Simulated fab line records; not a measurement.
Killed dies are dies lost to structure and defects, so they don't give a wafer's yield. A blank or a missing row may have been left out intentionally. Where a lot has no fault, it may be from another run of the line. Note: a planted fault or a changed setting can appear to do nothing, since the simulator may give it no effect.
Comparing a struck lot with a sound one | flow nand_harc | 14 out of 1302 route steps
Sound: the wafers L165.1, L165.4, L165.6. Struck: wafers L153.1, L153.5, L153.6. The cause is named last.
Order at every step that has rows: each side's tool, ch and its chambers, its first start. Under that, the readings that differ: sound wafers | struck wafers | difference of the means | sigmas: that difference in standard deviations of wafers without a fault.
alike: readings whose means differ by less than 2 such deviations, and words and numbers that are the same on both sides. not compared: withheld readings, readings that some wafer has no value for, bounds like >300 that may hide the same value, and numbers for which the record gives no deviation and whose values overlap.
A row with sigmas, a row that says differs or no value, or rows on one side alone: a step with any of these is where the two part. Numbers that have no deviation but don't overlap get no sigmas and don't part them. A reading that every wafer of one side lacks parts them only if that side has two wafers or more.

NHARC_P_M0_CMP_23: polishes, t overpolish 20 s, target thk 117.54 nm.
  sound on cmp-02 ch 1,2,3, day 13 17:47; struck on cmp-01 ch 0,1,3, day 8 16:24
  alike: motor_current_A, time_to_endpoint_s
NHARC_P_M0_THK_MEAS_24: measures by xrf.
  sound: film_metro-01 at day 13 18:06; struck: film_metro-02 at day 8 16:38
  alike: thk_nm
next, for these wafers, 1 step has no rows: NHARC_P_M0_SRD_25.
NHARC_P_M0_INSPECT_27:
  sound: defect_inspect-02 at day 13 18:16; struck: defect_inspect-02 at day 8 16:47
  alike: raw_defect_count
NHARC_P_M0_PRE_CLEAN_31: time 12 s.
  sound on pecvd-01 ch 1,2, day 13 18:26; struck on pecvd-03 ch 0,1, day 8 16:51
  alike: heater_power_w
NHARC_P_M0_DEP_32: deposits SiCN, target thk 30 nm.
  sound on pecvd-01 ch 1,2, day 13 18:31; struck on pecvd-03 ch 0,1, day 8 16:56
  reading              | sound          | struck         | difference | sigmas
  showerhead_vpp_V (V) | 1252 1285 1283 | 1363 1333 1360 | +79        | +3
  alike: heater_power_w
then, 5 steps without rows for these wafers: NHARC_P_M1_DEP_00 (deposits SiOC, target thk 182.5 nm); NHARC_P_M1_DEHYDRATE_01 (time 120 s); NHARC_P_M1_HMDS_02 (time 30 s); NHARC_P_M1_COAT_34 (time 65 s); NHARC_P_M1_COAT_03 (resist thk 90 nm).
NHARC_P_M1_SOFTBAKE_04: time 55 s.
  sound on litho_track-04 ch 0, day 13 19:00; struck on litho_track-04 ch 0, day 8 17:00
  reading                  | sound                | struck               | difference | sigmas
  heater_power_total_W (W) | 188.31 188.30 188.34 | 193.82 193.69 193.79 | +5.45      | +39
then, 2 steps without rows for these wafers: NHARC_P_M1_EBR_05; NHARC_END_SORT_01.

== WHERE THEY PART ==
At NHARC_P_M0_DEP_32 first; at NHARC_P_M1_SOFTBAKE_04 last (within this record only).

WHY: what the simulator had put in
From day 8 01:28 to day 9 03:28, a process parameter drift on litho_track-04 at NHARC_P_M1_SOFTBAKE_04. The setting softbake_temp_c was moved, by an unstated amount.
